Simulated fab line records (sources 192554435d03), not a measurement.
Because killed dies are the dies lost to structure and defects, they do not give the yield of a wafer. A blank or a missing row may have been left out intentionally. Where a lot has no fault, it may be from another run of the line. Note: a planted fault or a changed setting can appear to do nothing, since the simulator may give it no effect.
The same fault as seen by 2 desks -- flow n5_finfet -- every desk sees just its own numbers, and what lay behind them comes last

## THE TOOL OWNER'S DESK: pvd_sputter-01
The tool's own readings at N5_BEOL_M3_SPUTTER_90 (material Cu, target thk 4.5 nm, time 8.29 s): means of the sampled wafers that have a number, for each lot that ran on this tool. The brackets show how far a lot's mean lies from the usual mean; more than 4 standard deviations puts the lot out of limits, marked OUT.
Columns: A = throttle_valve_pct at N5_BEOL_M3_SPUTTER_90, usual 30.1 %
lot,first seen here,A
L617,day 7 12:31,29.4
L623,day 9 06:17,29.7
L628,day 10 13:04,29.1
Result from this desk: across the 3 lots, nothing is out of limits.

## THE METROLOGY DESK
Lot by lot, what the gauges showed, no matter which tool ran the lot: averages of those sampled wafers that carry a number. The brackets show how far a lot's mean lies from the usual mean; more than 4 standard deviations puts the lot out of limits, marked OUT.
Columns: A = M3_RS at N5_BEOL_M3_RS_MEAS_58, usual 0.67 ohm/sq; B = M4_ILD_THK at N5_BEOL_M4_THK_MEAS_01, usual 78.2 nm
lot,first seen here,A,B
L617,day 7 14:26,0.64,77.9
L623,day 9 08:49,0.69,78.6
L625,day 9 20:27,0.65,78.1
L628,day 10 14:46,0.70,76.8
L631,day 11 02:46,0.66,77.6
L636,day 13 02:11,0.66,79.6
Result from this desk: across the 6 lots, nothing is out of limits.

## BROUGHT TOGETHER
Nothing out of limits was seen by the tool owner's desk.
At the metrology desk, nothing out of limits was observed.

## WHAT WAS PUT IN BY THE SIMULATOR
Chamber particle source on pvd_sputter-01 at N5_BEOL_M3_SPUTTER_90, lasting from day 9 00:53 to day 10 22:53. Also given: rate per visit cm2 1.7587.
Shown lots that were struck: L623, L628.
